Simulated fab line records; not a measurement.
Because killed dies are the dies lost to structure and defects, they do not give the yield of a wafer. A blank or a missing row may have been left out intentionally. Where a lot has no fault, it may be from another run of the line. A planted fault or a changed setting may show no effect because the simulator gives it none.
Which tool did it? -- flow n5Finfet -- 24 lots with 72 wafers sampled at 6 steps, on a route of 1938 steps

WHAT EACH GAUGE READ, for each wafer
N5_BEOL_M14_OVL_MEAS_29.
lot,measured,on,M14_OVL (nm)
L076,day 11 17:50,overlay-01,7 0 -3
L075,day 11 20:05,overlay-02,-2 -4 -3
L074,day 11 22:24,overlay-02,-12 -11 -7
L077,day 12 04:38,overlay-02,2 -3 0
L078,day 12 13:13,overlay-01,-5 0 -7
L079,day 12 14:12,overlay-01,2 -8 -1
L080,day 12 23:04,overlay-01,-12 -3 2
L082,day 13 03:14,overlay-02,7 -4 3
L081,day 13 04:08,overlay-02,-4 -3 0
L083,day 13 11:33,overlay-01,15 0 13
L084,day 13 13:03,overlay-02,3 -4 -2
L085,day 14 12:23,overlay-01,3 7 3
L086,day 14 19:52,overlay-01,-2 1 2
L088,day 15 02:05,overlay-02,8 6 3
L087,day 15 05:16,overlay-01,-4 -1 -7
L089,day 15 10:08,overlay-01,5 -3 0
L090,day 15 14:51,overlay-02,5 4 1
L091,day 15 21:01,overlay-01,2 6 4
L092,day 16 01:22,overlay-01,-7 -8 -1
L094,day 16 11:56,overlay-02,10 2 3
L093,day 16 13:49,overlay-02,-1 -5 0
L095,day 17 00:49,overlay-02,0 7 7
L097,day 17 03:17,overlay-01,0 7 -5
L096,day 17 03:29,overlay-02,-6 1 -8

N5_BEOL_M15_OVL_MEAS_11.
lot,measured,on,V14_OVL (nm)
L076,day 11 21:28,overlay-02,-7 -14 -5
L075,day 12 01:43,overlay-02,-8 -12 -6
L074,day 12 04:20,overlay-02,7 -5 -2
L077,day 12 08:56,overlay-01,-4 -4 -7
L078,day 12 17:20,overlay-02,-1 -5 -3
L079,day 12 18:53,overlay-02,-3 -6 -1
L080,day 13 03:50,overlay-01,4 4 0
L082,day 13 06:55,overlay-02,0 7 -5
L081,day 13 11:28,overlay-02,2 -2 -5
L083,day 13 17:31,overlay-01,0 7 -1
L084,day 13 17:41,overlay-01,-11 -4 -4
L085,day 14 18:53,overlay-02,1 -4 8
L086,day 15 00:00,overlay-02,-10 -3 -7
L088,day 15 05:56,overlay-02,9 0 -3
L087,day 15 09:24,overlay-01,-7 -3 7
L089,day 15 13:38,overlay-02,-7 -3 -8
L090,day 15 18:55,overlay-02,-6 -5 -1
L091,day 16 00:52,overlay-02,-5 -2 -7
L092,day 16 07:18,overlay-02,-1 0 -6
L094,day 16 17:06,overlay-01,-13 -7 -8
L093,day 16 18:38,overlay-01,-4 -5 -2
L095,day 17 06:11,overlay-01,-13 -6 -6
L097,day 17 07:21,overlay-02,-2 -2 -4
L096,day 17 07:48,overlay-01,-8 -9 -2

N5_BEOL_M15_RS_MEAS_54: the measuring method here is four-point-probe.
lot,measured,on,M15_RS (ohm/sq)
L076,day 12 02:13,filmMetro-02,0.0217 0.0207 0.0229
L075,day 12 07:31,filmMetro-01,0.0226 0.0215 0.0225
L074,day 12 11:10,filmMetro-02,0.0223 0.0222 0.0217
L077,day 12 13:21,filmMetro-01,0.0216 0.0222 0.0218
L078,day 12 22:08,filmMetro-01,0.0216 0.0211 0.0229
L079,day 13 05:46,filmMetro-02,0.0218 0.0218 0.0217
L080,day 13 11:30,filmMetro-01,0.0222 0.0215 0.0215
L082,day 13 12:56,filmMetro-02,0.0226 0.0206 0.0211
L081,day 13 17:07,filmMetro-01,0.0208 0.0226 0.0212
L083,day 13 23:51,filmMetro-02,0.0217 0.0218 0.0219
L084,day 14 01:16,filmMetro-02,0.0215 0.0214 0.0215
L085,day 15 00:23,filmMetro-02,0.0233 0.0219 0.0209
L086,day 15 04:52,filmMetro-01,0.0208 0.0232 0.0209
L088,day 15 12:03,filmMetro-01,0.0219 0.0216 0.0216
L087,day 15 15:41,filmMetro-01,0.0215 0.0214 0.0212
L089,day 15 18:02,filmMetro-02,0.0220 0.0217 0.0217
L090,day 15 23:14,filmMetro-01,0.0213 0.0212 0.0213
L091,day 16 06:08,filmMetro-01,0.0227 0.0201 0.0204
L092,day 16 12:06,filmMetro-01,0.0211 0.0206 0.0209
L094,day 16 23:25,filmMetro-01,0.0219 0.0220 0.0218
L093,day 16 23:44,filmMetro-02,0.0213 0.0214 0.0215
L095,day 17 15:23,filmMetro-02,0.0207 0.0214 0.0231
L097,day 17 15:03,filmMetro-01,0.0221 0.0220 0.0219
L096,day 17 15:04,filmMetro-02,0.0206 0.0230 0.0212

WHICH TOOL RAN EACH LOT (tool, then ch and the chambers of the sampled wafers, then the start)
lot,N5_BEOL_M14_DESCUM_33,N5_BEOL_M14_TRENCH_ETCH_34,N5_BEOL_M14_SPUTTER_43
L076,"rieDiel-04 ch 0,1,3, day 11 17:53","rieDiel-04 ch 0,1,3, day 11 18:20","pvdSputter-03, day 11 19:38"
L075,"rieDiel-05 ch 1,3, day 11 20:49","rieDiel-05 ch 1,3, day 11 21:16","pvdSputter-01, day 11 23:38"
L074,"rieDiel-05 ch 1,3, day 11 22:28","rieDiel-05 ch 1,3, day 11 22:55","pvdSputter-03, day 12 01:35"
L077,"rieDiel-05 ch 0,1,2, day 12 04:41","rieDiel-05 ch 0,1,2, day 12 05:08","pvdSputter-02, day 12 06:59"
L078,"rieDiel-01 ch 0,2,3, day 12 13:19","rieDiel-01 ch 0,2,3, day 12 13:46","pvdSputter-02, day 12 15:15"
L079,"rieDiel-04 ch 0,1, day 12 14:16","rieDiel-04 ch 0,1, day 12 14:43","pvdSputter-03, day 12 16:56"
L080,"rieDiel-05 ch 0,3, day 12 23:11","rieDiel-05 ch 0,3, day 12 23:38","pvdSputter-01, day 13 01:46"
L082,"rieDiel-04 ch 0,1,3, day 13 03:25","rieDiel-04 ch 0,1,3, day 13 03:53","pvdSputter-03, day 13 04:27"
L081,"rieDiel-04 ch 1,2,3, day 13 04:14","rieDiel-04 ch 1,2,3, day 13 04:42","pvdSputter-01, day 13 09:31"
L083,"rieDiel-04 ch 0,3, day 13 11:47","rieDiel-04 ch 0,3, day 13 12:14","pvdSputter-02, day 13 15:19"
L084,"rieDiel-05 ch 0,1, day 13 13:07","rieDiel-05 ch 0,1, day 13 13:34","pvdSputter-01, day 13 15:25"
L085,"rieDiel-05 ch 1,3, day 14 12:26","rieDiel-05 ch 1,3, day 14 12:54","pvdSputter-03, day 14 16:44"
L086,"rieDiel-05 ch 0,2, day 14 19:58","rieDiel-05 ch 0,2, day 14 20:25","pvdSputter-03, day 14 22:10"
L088,"rieDiel-04 ch 2,3, day 15 02:09","rieDiel-04 ch 2,3, day 15 02:37","pvdSputter-01, day 15 03:58"
L087,"rieDiel-01 ch 0,1,2, day 15 05:19","rieDiel-01 ch 0,1,2, day 15 05:46","pvdSputter-02, day 15 07:26"
L089,"rieDiel-05 ch 1,2,3, day 15 10:16","rieDiel-05 ch 1,2,3, day 15 10:43","pvdSputter-03, day 15 11:31"
L090,"rieDiel-04 ch 0,3, day 15 14:55","rieDiel-04 ch 0,3, day 15 15:22","pvdSputter-03, day 15 16:54"
L091,"rieDiel-01 ch 0,1,2, day 15 21:11","rieDiel-01 ch 0,1,2, day 15 21:38","pvdSputter-03, day 15 22:40"
L092,"rieDiel-01 ch 1,2,3, day 16 01:35","rieDiel-01 ch 1,2,3, day 16 02:02","pvdSputter-01, day 16 05:18"
L094,"rieDiel-01 ch 0,3, day 16 12:00","rieDiel-01 ch 0,3, day 16 12:28","pvdSputter-01, day 16 14:41"
L093,"rieDiel-04 ch 0,2, day 16 14:14","rieDiel-04 ch 0,2, day 16 14:41","pvdSputter-03, day 16 16:47"
L095,"rieDiel-04 ch 0,2, day 17 00:52","rieDiel-04 ch 0,2, day 17 01:19","pvdSputter-01, day 17 04:12"
L097,"rieDiel-04 ch 1,2, day 17 03:21","rieDiel-04 ch 1,2, day 17 03:48","pvdSputter-02, day 17 05:29"
L096,"rieDiel-05 ch 0,3, day 17 03:43","rieDiel-05 ch 0,3, day 17 04:10","pvdSputter-02, day 17 05:48"
- N5_BEOL_M14_DESCUM_33: chemistry O2, time 7.9 s.
- N5_BEOL_M14_TRENCH_ETCH_34: etches SiO2 in C4F8/O2/Ar, target depth 556.65 nm, time 126.9 s.
- N5_BEOL_M14_SPUTTER_43: material TaN, target thk 15 nm, time 24.19 s.

WHAT THE TOOLS THEMSELVES READ (means of the sampled wafers that have a number; where no wafer has one, the mark that the record gives instead)
N5_BEOL_M14_DESCUM_33.
lot,tool,biasPowerW (W),drypumpMotorCurrentA (A),oesProductAu (a.u.),rfVppV (V),showerheadPlenumPTorr (Torr),throttleValvePct (%)
L076,rieDiel-04,20.00,5.5,0.89,243.8,2.16,20.1
L075,rieDiel-05,20.02,5.2,0.71,244.2,2.10,20.4
L074,rieDiel-05,20.04,5.4,0.74,242.5,2.06,20.3
L077,rieDiel-05,20.05,5.4,0.73,241.3,1.96,20.5
L078,rieDiel-01,19.99,5.8,0.78,243.4,2.11,20.5
L079,rieDiel-04,20.01,5.9,0.88,244.9,2.15,20.2
L080,rieDiel-05,20.02,4.9,0.88,243.8,2.08,20.2
L082,rieDiel-04,20.00,5.6,0.87,244.7,2.15,20.1
L081,rieDiel-04,20.05,5.5,0.89,244.9,2.15,20.2
L083,rieDiel-04,20.05,5.3,0.83,244.4,2.13,20.0
L084,rieDiel-05,20.06,5.1,0.71,241.5,1.97,20.4
L085,rieDiel-05,20.02,5.4,0.80,241.4,2.05,20.2
L086,rieDiel-05,19.98,5.4,0.71,240.7,1.93,20.8
L088,rieDiel-04,20.02,5.5,0.84,243.5,2.12,20.3
L087,rieDiel-01,20.00,5.5,0.78,242.6,2.06,20.4
L089,rieDiel-05,20.08,5.4,0.78,241.3,2.02,20.5
L090,rieDiel-04,20.06,5.7,0.82,243.8,2.12,20.1
L091,rieDiel-01,20.05,5.5,0.77,242.6,2.06,20.4
L092,rieDiel-01,19.96,5.5,0.82,242.9,2.12,20.6
L094,rieDiel-01,20.02,5.9,0.92,244.1,2.11,20.3
L093,rieDiel-04,20.00,5.9,0.83,243.8,2.11,20.3
L095,rieDiel-04,19.97,5.9,0.81,243.6,2.11,20.3
L097,rieDiel-04,19.99,5.6,0.86,245.2,2.15,20.2
L096,rieDiel-05,20.01,5.0,0.89,244.0,2.15,20.1

N5_BEOL_M14_TRENCH_ETCH_34.
lot,tool,drypumpMotorCurrentA (A),heInnerTorr (Torr),oes_f_703_au (a.u.),oesProductAu (a.u.),rfVppV (V),showerheadPlenumPTorr (Torr),throttleValvePct (%)
L076,rieDiel-04,5.6,15.010,0.87,0.89,2229,3.57,30.7
L075,rieDiel-05,5.2,14.992,0.72,0.71,2197,3.44,30.7
L074,rieDiel-05,5.4,14.981,0.73,0.72,2207,3.40,30.7
L077,rieDiel-05,5.4,15.031,0.74,0.73,2193,3.25,31.0
L078,rieDiel-01,5.8,15.010,0.77,0.78,2350,3.44,30.9
L079,rieDiel-04,5.9,15.020,0.82,0.86,2257,3.58,31.0
L080,rieDiel-05,5.0,14.999,0.90,0.88,2182,3.41,30.5
L082,rieDiel-04,5.6,15.013,0.85,0.86,2228,3.56,30.8
L081,rieDiel-04,5.5,15.048,0.85,0.88,2249,3.56,30.9
L083,rieDiel-04,5.4,15.009,0.85,0.85,2218,3.50,30.5
L084,rieDiel-05,5.1,15.018,0.70,0.70,2186,3.27,30.8
L085,rieDiel-05,5.4,15.056,0.80,0.79,2206,3.38,30.7
L086,rieDiel-05,5.4,14.986,0.73,0.71,2183,3.18,31.3
L088,rieDiel-04,5.5,14.976,0.82,0.85,2285,3.51,31.0
L087,rieDiel-01,5.5,15.016,0.76,0.76,2292,3.39,30.9
L089,rieDiel-05,5.4,14.996,0.80,0.78,2197,3.32,30.9
L090,rieDiel-04,5.7,15.006,0.81,0.81,2244,3.51,30.8
L091,rieDiel-01,5.5,14.995,0.74,0.75,2293,3.39,30.9
L092,rieDiel-01,5.5,15.025,0.79,0.81,2288,3.45,30.9
L094,rieDiel-01,6.0,15.026,0.85,0.89,2360,3.45,30.7
L093,rieDiel-04,5.9,15.007,0.77,0.81,2292,3.52,31.2
L095,rieDiel-04,5.9,15.015,0.77,0.79,2292,3.52,31.1
L097,rieDiel-04,5.6,15.001,0.80,0.83,2257,3.60,31.2
L096,rieDiel-05,5.0,14.991,0.92,0.90,2194,3.52,30.4

N5_BEOL_M14_SPUTTER_43.
lot,tool,throttleValvePct (%)
L076,pvdSputter-03,29.4
L075,pvdSputter-01,30.0
L074,pvdSputter-03,29.2
L077,pvdSputter-02,28.8
L078,pvdSputter-02,30.0
L079,pvdSputter-03,29.6
L080,pvdSputter-01,30.2
L082,pvdSputter-03,29.9
L081,pvdSputter-01,30.5
L083,pvdSputter-02,30.1
L084,pvdSputter-01,30.6
L085,pvdSputter-03,29.3
L086,pvdSputter-03,29.9
L088,pvdSputter-01,30.4
L087,pvdSputter-02,29.4
L089,pvdSputter-03,29.2
L090,pvdSputter-03,29.2
L091,pvdSputter-03,30.0
L092,pvdSputter-01,30.0
L094,pvdSputter-01,30.5
L093,pvdSputter-03,29.8
L095,pvdSputter-01,30.4
L097,pvdSputter-02,28.9
L096,pvdSputter-02,28.9

THE ANSWER, worked out from the rows above alone
Rule: what is usual is taken from the lots themselves. Put in order of their means at a reading, lots are off if they are a third of the lots or fewer, leave a main group of 4 or more, and stand apart from it by a gap of 3 or more times the standard deviation of the main group's means; of several such gaps the widest counts. A main group whose means are all the same, to the digits that the tables above print for the reading, isn't used. A lot without any number at a reading at which 4 lots or more have one is off too. Any other lot the step has rows for is counted as sound. Order of review: gauges by route order, followed by the tools' own readings, for which a lot's mean as printed above is used. At the first step where some lot is off, the reading lying furthest off is the one used; lots without a number count as furthest.
No lot is off at any reading shown: from this, nothing can be told.

WHAT HAD BEEN PUT IN BY THE SIMULATOR
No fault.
